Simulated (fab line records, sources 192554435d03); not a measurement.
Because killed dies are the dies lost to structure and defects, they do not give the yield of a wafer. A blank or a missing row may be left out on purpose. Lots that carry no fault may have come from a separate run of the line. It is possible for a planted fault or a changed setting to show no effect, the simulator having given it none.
Which of the tools did it? | flow n5_finfet | 24 lots with 72 wafers sampled at 6 steps, on a route of 1938 steps

## WHAT EACH GAUGE READ, for each wafer
N5_BEOL_M4_RS_MEAS_58: measures by four-point-probe. Usual: M4_RS typically reads 0.66 ohm/sq, with standard deviation 0.035.
lot  | measured     | on            | M4_RS (ohm/sq) | flag
L074 | day 8 01:50  | film_metro-01 | 0.65 0.69 0.68 |
L075 | day 8 02:12  | film_metro-02 | 0.59 0.68 0.61 |
L077 | day 8 19:46  | film_metro-01 | 0.58 0.66 0.61 |
L078 | day 8 22:28  | film_metro-01 | 0.65 0.66 0.63 |
L076 | day 8 22:47  | film_metro-02 | 0.68 0.75 0.68 |
L079 | day 9 00:56  | film_metro-01 | 0.66 0.63 0.63 |
L081 | day 9 06:13  | film_metro-02 | 0.71 0.72 0.70 |
L080 | day 9 08:28  | film_metro-02 | 0.67 0.73 0.67 |
L082 | day 9 20:38  | film_metro-02 | 0.64 0.67 0.68 |
L083 | day 10 00:44 | film_metro-01 | 0.65 0.66 0.65 |
L084 | day 10 10:10 | film_metro-02 | 0.65 0.68 0.68 |
L085 | day 10 18:46 | film_metro-02 | 0.65 0.66 0.62 |
L087 | day 11 02:28 | film_metro-01 | 0.64 0.64 0.57 |
L088 | day 11 06:03 | film_metro-01 | 0.66 0.72 0.66 |
L086 | day 11 07:38 | film_metro-02 | 0.59 0.62 0.63 |
L089 | day 11 15:57 | film_metro-02 | 0.59 0.62 0.63 |
L090 | day 11 20:50 | film_metro-01 | 0.64 0.65 0.63 |
L091 | day 12 01:35 | film_metro-01 | 0.63 0.62 0.62 |
L093 | day 12 12:10 | film_metro-01 | 0.72 0.71 0.70 |
L092 | day 12 16:42 | film_metro-01 | 0.63 0.65 0.70 |
L094 | day 13 04:55 | film_metro-01 | 0.65 0.66 0.64 |
L096 | day 13 06:46 | film_metro-01 | 0.64 0.69 0.66 |
L095 | day 13 07:19 | film_metro-02 | 0.65 0.66 0.66 |
L097 | day 13 09:46 | film_metro-02 | 0.65 0.65 0.66 |

N5_BEOL_M4_INSPECT_59: inspects for defects (darkfield). Usual: raw_defect_count at 66, with a standard deviation of 21.
lot  | measured     | on                | raw_defect_count | flag
L074 | day 8 01:52  | defect_inspect-01 | 45 53 62         |
L075 | day 8 02:14  | defect_inspect-02 | 44 59 76         |
L077 | day 8 19:47  | defect_inspect-02 | 87 53 47         |
L078 | day 8 22:29  | defect_inspect-01 | 72 55 80         |
L076 | day 8 22:49  | defect_inspect-01 | 33 70 72         |
L079 | day 9 00:58  | defect_inspect-01 | 52 53 38         |
L081 | day 9 06:14  | defect_inspect-01 | 54 56 53         |
L080 | day 9 08:29  | defect_inspect-01 | 115 92 79        |
L082 | day 9 20:39  | defect_inspect-01 | 40 46 42         |
L083 | day 10 00:46 | defect_inspect-02 | 68 82 46         |
L084 | day 10 10:11 | defect_inspect-02 | 78 97 97         |
L085 | day 10 18:48 | defect_inspect-02 | 46 58 41         |
L087 | day 11 02:29 | defect_inspect-02 | 85 81 79         |
L088 | day 11 06:04 | defect_inspect-01 | 56 51 54         |
L086 | day 11 07:40 | defect_inspect-01 | 72 34 58         |
L089 | day 11 15:59 | defect_inspect-02 | 61 71 78         |
L090 | day 11 20:52 | defect_inspect-01 | 67 75 84         |
L091 | day 12 01:37 | defect_inspect-01 | 73 64 48         |
L093 | day 12 12:11 | defect_inspect-01 | 63 54 65         |
L092 | day 12 16:43 | defect_inspect-02 | 67 57 99         |
L094 | day 13 04:57 | defect_inspect-01 | 80 66 61         |
L096 | day 13 06:47 | defect_inspect-01 | 52 86 60         |
L095 | day 13 07:20 | defect_inspect-01 | 138 49 90        |
L097 | day 13 09:47 | defect_inspect-02 | 43 39 59         |

N5_BEOL_M5_OVL_MEAS_12. Usual: M5_OVL typically reads -0.2 nm, with standard deviation 0.61.
lot  | measured     | on         | M5_OVL (nm)    | flag
L074 | day 8 06:13  | overlay-02 | 0.1 -0.2 0.0   |
L075 | day 8 06:07  | overlay-01 | -0.3 -0.1 -0.5 |
L077 | day 8 22:26  | overlay-02 | 0.2 -0.4 1.2   |
L078 | day 9 00:47  | overlay-01 | -0.7 -0.4 0.0  |
L076 | day 9 03:04  | overlay-01 | 0.4 -0.7 -0.1  |
L079 | day 9 03:38  | overlay-01 | -0.2 -0.2 0.8  |
L081 | day 9 09:10  | overlay-02 | 0.3 -1.1 -0.1  |
L080 | day 9 13:37  | overlay-02 | -1.5 -0.2 -1.0 |
L082 | day 9 23:40  | overlay-02 | 0.7 -1.0 -1.0  |
L083 | day 10 03:06 | overlay-02 | 0.0 -0.6 0.2   |
L084 | day 10 13:19 | overlay-01 | -0.8 -1.4 0.3  |
L085 | day 10 22:50 | overlay-02 | -0.6 0.4 -0.2  |
L087 | day 11 05:44 | overlay-02 | -0.4 -0.6 -0.1 |
L088 | day 11 08:44 | overlay-01 | -1.4 0.2 -0.3  |
L086 | day 11 10:25 | overlay-02 | 0.0 -0.3 -1.0  |
L089 | day 11 18:38 | overlay-02 | 0.5 -0.1 0.2   |
L090 | day 11 23:14 | overlay-02 | -0.5 -0.2 0.0  |
L091 | day 12 05:13 | overlay-01 | -1.3 -1.1 -0.8 |
L093 | day 12 16:31 | overlay-02 | -0.9 0.0 -0.4  |
L092 | day 12 19:32 | overlay-02 | -0.6 0.3 0.8   |
L094 | day 13 09:32 | overlay-02 | 0.3 0.7 0.1    |
L096 | day 13 09:44 | overlay-02 | 0.6 0.6 0.6    |
L095 | day 13 10:13 | overlay-02 | 0.2 0.9 0.8    |
L097 | day 13 11:55 | overlay-01 | -1.1 -0.2 -0.1 |

N5_BEOL_M5_INSPECT_13: inspects for defects (brightfield). Usual: raw_defect_count at 403, with a standard deviation of 98.
lot  | measured     | on                | raw_defect_count | flag
L074 | day 8 06:16  | defect_inspect-02 | 329 275 474      |
L075 | day 8 06:10  | defect_inspect-02 | 329 374 459      |
L077 | day 8 22:29  | defect_inspect-02 | 397 408 349      |
L078 | day 9 00:50  | defect_inspect-01 | 285 248 439      |
L076 | day 9 03:07  | defect_inspect-01 | 268 332 402      |
L079 | day 9 03:41  | defect_inspect-01 | 326 293 349      |
L081 | day 9 09:13  | defect_inspect-01 | 525 374 351      |
L080 | day 9 13:40  | defect_inspect-01 | 592 458 559      |
L082 | day 9 23:52  | defect_inspect-02 | 371 476 398      |
L083 | day 10 03:10 | defect_inspect-02 | 419 368 281      |
L084 | day 10 13:22 | defect_inspect-02 | 421 507 453      |
L085 | day 10 22:53 | defect_inspect-02 | 421 349 367      |
L087 | day 11 05:47 | defect_inspect-02 | 562 468 462      |
L088 | day 11 08:48 | defect_inspect-02 | 365 448 415      |
L086 | day 11 10:28 | defect_inspect-02 | 527 563 530      |
L089 | day 11 18:42 | defect_inspect-01 | 352 328 347      |
L090 | day 11 23:17 | defect_inspect-01 | 323 345 261      |
L091 | day 12 05:16 | defect_inspect-01 | 511 368 454      |
L093 | day 12 16:35 | defect_inspect-01 | 328 395 437      |
L092 | day 12 19:35 | defect_inspect-02 | 423 523 498      |
L094 | day 13 09:36 | defect_inspect-02 | 714 540 514      |
L096 | day 13 09:48 | defect_inspect-01 | 304 424 266      |
L095 | day 13 10:16 | defect_inspect-01 | 429 372 509      |
L097 | day 13 11:59 | defect_inspect-01 | 237 216 226      |

## TOOL THAT RAN EACH LOT (tool first, then ch and the chambers of the sampled wafers, then the start)
lot  | N5_BEOL_M4_ALD_84                   | N5_BEOL_M5_CURE_79
L074 | ald_metal-01 ch 0,1,2, day 7 22:31  | uv_cure-02 ch 1, day 8 03:05
L075 | ald_metal-02 ch 0,2,3, day 7 22:43  | uv_cure-01 ch 0, day 8 03:16
L077 | ald_metal-01 ch 2,3, day 8 16:16    | uv_cure-02 ch 1, day 8 20:55
L078 | ald_metal-02 ch 0,1,3, day 8 19:08  | uv_cure-02 ch 0, day 8 23:37
L076 | ald_metal-04 ch 0,1,3, day 8 19:19  | uv_cure-02 ch 1, day 9 00:05
L079 | ald_metal-04 ch 1,2, day 8 21:16    | uv_cure-01 ch 1, day 9 02:01
L081 | ald_metal-04 ch 0,1,3, day 9 02:49  | uv_cure-02 ch 1, day 9 07:22
L080 | ald_metal-01 ch 0,3, day 9 03:53    | uv_cure-02 ch 1, day 9 09:37
L082 | ald_metal-02 ch 1,2,3, day 9 17:04  | uv_cure-03 ch 0, day 9 21:56
L083 | ald_metal-01 ch 0,2,3, day 9 20:32  | uv_cure-03 ch 1, day 10 01:50
L084 | ald_metal-04 ch 2,3, day 10 05:20   | uv_cure-03 ch 1, day 10 11:27
L085 | ald_metal-01 ch 0,3, day 10 15:14   | uv_cure-03 ch 2, day 10 20:05
L087 | ald_metal-02 ch 0,1,3, day 10 23:05 | uv_cure-01 ch 0, day 11 03:37
L088 | ald_metal-01 ch 0,3, day 11 02:25   | uv_cure-03 ch 1, day 11 07:07
L086 | ald_metal-01 ch 0,1,3, day 11 02:53 | uv_cure-01 ch 1, day 11 08:43
L089 | ald_metal-02 ch 1,2,3, day 11 10:56 | uv_cure-03 ch 0, day 11 17:02
L090 | ald_metal-01 ch 2,3, day 11 17:28   | uv_cure-02 ch 0, day 11 22:04
L091 | ald_metal-04 ch 0,1,3, day 11 22:11 | uv_cure-01 ch 0, day 12 02:47
L093 | ald_metal-04 ch 0,2,3, day 12 08:42 | uv_cure-03 ch 2, day 12 13:14
L092 | ald_metal-02 ch 0,1,3, day 12 13:17 | uv_cure-03 ch 0, day 12 17:46
L094 | ald_metal-02 ch 0,1, day 13 01:32   | uv_cure-02 ch 1, day 13 06:00
L096 | ald_metal-04 ch 0,2, day 13 01:44   | uv_cure-01 ch 0, day 13 07:50
L095 | ald_metal-02 ch 0,3, day 13 01:47   | uv_cure-01 ch 0, day 13 08:28
L097 | ald_metal-02 ch 1,3, day 13 06:17   | uv_cure-01 ch 2, day 13 10:56
- N5_BEOL_M4_ALD_84: deposits TaN, pulse time 2 s, purge time 3 s, co reactant purge time 2 s.
- N5_BEOL_M5_CURE_79: cures SiCOH lowk, time 240 s.

## WHAT THE TOOLS THEMSELVES READ (means of the sampled wafers that have a number; where no wafer has one, the mark that the record gives instead)
N5_BEOL_M4_ALD_84. Usual: heater_power_outer_w 228 W, standard deviation 12; heater_power_w 406 W, standard deviation 18; susceptor_temp_C 275.01 C, standard deviation 0.18.
lot  | tool         | heater_power_outer_w (W) | heater_power_w (W) | susceptor_temp_C (C) | flag
L074 | ald_metal-01 | 235                      | 410                | 274.90               |
L075 | ald_metal-02 | 229                      | 396                | 275.05               |
L077 | ald_metal-01 | 217                      | 400                | 274.97               |
L078 | ald_metal-02 | 231                      | 408                | 275.19               |
L076 | ald_metal-04 | 229                      | 410                | 275.00               |
L079 | ald_metal-04 | 232                      | 410                | 274.83               |
L081 | ald_metal-04 | 228                      | 412                | 274.94               |
L080 | ald_metal-01 | 237                      | 426                | 275.13               |
L082 | ald_metal-02 | 235                      | 402                | 274.98               |
L083 | ald_metal-01 | 228                      | 416                | 275.01               |
L084 | ald_metal-04 | 215                      | 387                | 275.02               |
L085 | ald_metal-01 | 234                      | 427                | 274.99               |
L087 | ald_metal-02 | 233                      | 403                | 274.98               |
L088 | ald_metal-01 | 236                      | 426                | 275.09               |
L086 | ald_metal-01 | 235                      | 418                | 275.10               |
L089 | ald_metal-02 | 231                      | 402                | 275.00               |
L090 | ald_metal-01 | 219                      | 412                | 275.11               |
L091 | ald_metal-04 | 225                      | 413                | 274.99               |
L093 | ald_metal-04 | 215                      | 393                | 274.95               |
L092 | ald_metal-02 | 235                      | 405                | 274.96               |
L094 | ald_metal-02 | 230                      | 401                | 274.99               |
L096 | ald_metal-04 | 212                      | 382                | 274.99               |
L095 | ald_metal-02 | 229                      | 397                | 275.35               |
L097 | ald_metal-02 | 240                      | 406                | 274.80               |

N5_BEOL_M5_CURE_79. Usual: lamp_power_pct 52.31 %, standard deviation 0.051; wafer_temp_C_max 386.8, standard deviation 0.57.
lot  | tool       | lamp_power_pct (%) | wafer_temp_C_max | flag
L074 | uv_cure-02 | 52.30              | 386.6            |
L075 | uv_cure-01 | 52.27              | 387.0            |
L077 | uv_cure-02 | 52.32              | 387.0            |
L078 | uv_cure-02 | 52.30              | 387.2            |
L076 | uv_cure-02 | 52.32              | 386.6            |
L079 | uv_cure-01 | 52.31              | 386.5            |
L081 | uv_cure-02 | 52.34              | 386.8            |
L080 | uv_cure-02 | 52.26              | 386.7            |
L082 | uv_cure-03 | 52.30              | 386.0            |
L083 | uv_cure-03 | 52.29              | 387.2            |
L084 | uv_cure-03 | 52.31              | 387.5            |
L085 | uv_cure-03 | 52.36              | 387.2            |
L087 | uv_cure-01 | 52.32              | 386.9            |
L088 | uv_cure-03 | 52.37              | 387.5            |
L086 | uv_cure-01 | 52.33              | 386.0            |
L089 | uv_cure-03 | 52.28              | 385.6            |
L090 | uv_cure-02 | 52.33              | 387.2            |
L091 | uv_cure-01 | 52.29              | 387.0            |
L093 | uv_cure-03 | 52.26              | 386.7            |
L092 | uv_cure-03 | 52.37              | 386.1            |
L094 | uv_cure-02 | 52.35              | 386.6            |
L096 | uv_cure-01 | 52.27              | 387.0            |
L095 | uv_cure-01 | 52.33              | 387.1            |
L097 | uv_cure-01 | 52.33              | 386.5            |

## THE ANSWER, worked out from the rows above alone
Rule: take the mean of a lot's wafers that have a number; if it is more than 3 standard deviations from the usual mean, the lot is off. A lot without any number at a reading at which 4 lots or more have one is off too. The other lots that the step has rows for count as sound. After the gauges, taken in route order, come the tools' own readings; for these a lot's mean is taken, as printed above. At the first step where some lot is off, the reading lying furthest off is the one used; lots without a number count as furthest.
Across all readings shown, no lot is off: no conclusion can be drawn from this.

## WHAT THE SIMULATOR HAD INSERTED
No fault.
